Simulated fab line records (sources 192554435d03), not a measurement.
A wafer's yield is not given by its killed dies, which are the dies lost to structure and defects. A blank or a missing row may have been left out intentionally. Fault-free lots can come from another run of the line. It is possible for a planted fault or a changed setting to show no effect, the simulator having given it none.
What tool caused it? + flow n5 finfet + 12 lots, 35 wafers sampled, at 5 steps of a route of 1938

## WHAT THE GAUGES READ, wafer by wafer
N5_BEOL_M4_THK_MEAS_53: measures by xrf.
| lot  | measured     | on            | M4_THK (nm)    |
|------|--------------|---------------|----------------|
| L931 | day 8 23:58  | film metro-02 | 37.3 41.2 40.2 |
| L932 | day 9 04:29  | film metro-01 | 39.0 39.8 40.9 |
| L935 | day 9 05:04  | film metro-02 | 35.8 38.4 39.5 |
| L933 | day 9 12:06  | film metro-01 | 39.2 38.7 41.2 |
| L934 | day 9 14:13  | film metro-01 | 39.3 41.7 41.5 |
| L938 | day 10 03:53 | film metro-01 | 41.5 41.0 39.9 |
| L937 | day 10 06:13 | film metro-02 | 41.0 41.6 39.0 |
| L940 | day 10 15:45 | film metro-02 | 39.6 41.7 42.9 |
| L941 | day 11 09:43 | film metro-01 | 41.8 39.4 38.3 |
| L942 | day 11 09:59 | film metro-01 | 38.4 38.7 36.7 |
| L944 | day 11 14:36 | film metro-01 | 41.3 40.4 40.4 |
| L945 | day 12 01:31 | film metro-02 | 41.2 40.7      |

N5_BEOL_M5_CD_MEAS_11: target cd 27.74 nm.
| lot  | measured     | on        | cd nm (nm)        |
|------|--------------|-----------|-------------------|
| L931 | day 9 02:49  | cd sem-01 | 28.08 27.60 27.65 |
| L932 | day 9 08:19  | cd sem-02 | 27.66 27.87 27.91 |
| L935 | day 9 08:24  | cd sem-02 | 28.39 28.13 28.09 |
| L933 | day 9 16:31  | cd sem-02 | 28.08 28.22 27.92 |
| L934 | day 9 16:59  | cd sem-01 | 28.14 27.76 27.59 |
| L938 | day 10 08:48 | cd sem-02 | 28.09 27.79 27.79 |
| L937 | day 10 09:29 | cd sem-03 | 27.59 27.47 27.42 |
| L940 | day 10 18:41 | cd sem-03 | 27.97 27.30 27.75 |
| L941 | day 11 14:01 | cd sem-03 | 27.83 27.99 28.04 |
| L942 | day 11 14:13 | cd sem-02 | 27.82 26.83 27.81 |
| L944 | day 11 17:33 | cd sem-03 | 28.17 27.96 27.71 |
| L945 | day 12 04:41 | cd sem-01 | 27.62 26.84       |

N5_BEOL_M5_OVL_MEAS_12.
| lot  | measured     | on         | M5_OVL (nm)    |
|------|--------------|------------|----------------|
| L931 | day 9 02:51  | overlay-02 | 0.0 -0.4 -0.5  |
| L932 | day 9 08:21  | overlay-01 | 1.1 0.9 0.7    |
| L935 | day 9 08:26  | overlay-02 | -0.9 -0.4 -1.0 |
| L933 | day 9 16:33  | overlay-02 | 0.6 -0.3 -0.7  |
| L934 | day 9 17:01  | overlay-01 | -0.8 0.3 -0.7  |
| L938 | day 10 08:50 | overlay-01 | -1.3 -0.6 -0.5 |
| L937 | day 10 09:31 | overlay-02 | -0.3 -1.6 -1.8 |
| L940 | day 10 18:43 | overlay-01 | 0.0 1.6 0.6    |
| L941 | day 11 14:02 | overlay-02 | 0.8 -0.3 -0.1  |
| L942 | day 11 14:15 | overlay-01 | -0.1 0.6 -0.4  |
| L944 | day 11 17:35 | overlay-01 | 0.2 -0.7 0.3   |
| L945 | day 12 04:43 | overlay-02 | -0.1 -1.6      |

## WHAT TOOL EACH LOT RAN ON (gives the tool, then ch and the chambers of the sampled wafers, and finally the start)
| lot  | N5_BEOL_M4_SPUTTER_96        | N5_BEOL_M5_EXPOSE_08              |
|------|------------------------------|-----------------------------------|
| L931 | pvd sputter-03, day 8 23:10  | euv scanner-01 ch 0, day 9 02:41  |
| L932 | pvd sputter-01, day 9 03:42  | euv scanner-02 ch 0, day 9 08:11  |
| L935 | pvd sputter-02, day 9 04:16  | euv scanner-02 ch 0, day 9 08:16  |
| L933 | pvd sputter-02, day 9 11:19  | euv scanner-01 ch 0, day 9 16:23  |
| L934 | pvd sputter-02, day 9 13:25  | euv scanner-02 ch 0, day 9 16:51  |
| L938 | pvd sputter-02, day 10 01:47 | euv scanner-02 ch 0, day 10 08:41 |
| L937 | pvd sputter-01, day 10 05:26 | euv scanner-01 ch 0, day 10 09:22 |
| L940 | pvd sputter-01, day 10 14:58 | euv scanner-01 ch 0, day 10 18:33 |
| L941 | pvd sputter-03, day 11 08:50 | euv scanner-01 ch 0, day 11 13:53 |
| L942 | pvd sputter-02, day 11 09:11 | euv scanner-01 ch 0, day 11 14:05 |
| L944 | pvd sputter-02, day 11 13:49 | euv scanner-02 ch 0, day 11 17:26 |
| L945 | pvd sputter-01, day 12 00:43 | euv scanner-01 ch 0, day 12 04:34 |
- N5_BEOL_M4_SPUTTER_96: material Cu, target thk 4.5 nm, time 8.29 s.
- N5_BEOL_M5_EXPOSE_08: exposes mask M5, target cd 28 nm.

## WHAT THE TOOLS THEMSELVES READ (means of the sampled wafers that have a number; where no wafer has one, the mark that the record gives instead)
N5_BEOL_M4_SPUTTER_96.
| lot  | tool           | throttle valve pct (%) |
|------|----------------|------------------------|
| L931 | pvd sputter-03 | 29.1                   |
| L932 | pvd sputter-01 | 30.0                   |
| L935 | pvd sputter-02 | 30.1                   |
| L933 | pvd sputter-02 | 30.3                   |
| L934 | pvd sputter-02 | 30.9                   |
| L938 | pvd sputter-02 | 30.1                   |
| L937 | pvd sputter-01 | 29.8                   |
| L940 | pvd sputter-01 | 30.3                   |
| L941 | pvd sputter-03 | 30.4                   |
| L942 | pvd sputter-02 | 30.1                   |
| L944 | pvd sputter-02 | 30.8                   |
| L945 | pvd sputter-01 | 30.4                   |

## THE ANSWER, worked out from the rows above alone
Rule: usual is defined by the lots themselves. Put in order of their means at a reading, lots are off if they are a third of the lots or fewer, leave a main group of 4 or more, and stand apart from it by a gap of 3 or more times the standard deviation of the main group's means; of several such gaps the widest counts. Not used: any main group whose means are identical at the precision the tables above print for the reading. Also off: a lot with no number at a reading for which 4 or more lots have one. The other lots that the step has rows for count as sound. The gauges are gone through in route order, then the tools' own readings, and for those a lot's mean is taken as printed above. At the first step where some lot is off, the reading lying furthest off is the one used; lots without a number count as furthest.
No lot is off at any reading shown: from this, nothing can be told.

## WHAT HAD BEEN PUT IN BY THE SIMULATOR
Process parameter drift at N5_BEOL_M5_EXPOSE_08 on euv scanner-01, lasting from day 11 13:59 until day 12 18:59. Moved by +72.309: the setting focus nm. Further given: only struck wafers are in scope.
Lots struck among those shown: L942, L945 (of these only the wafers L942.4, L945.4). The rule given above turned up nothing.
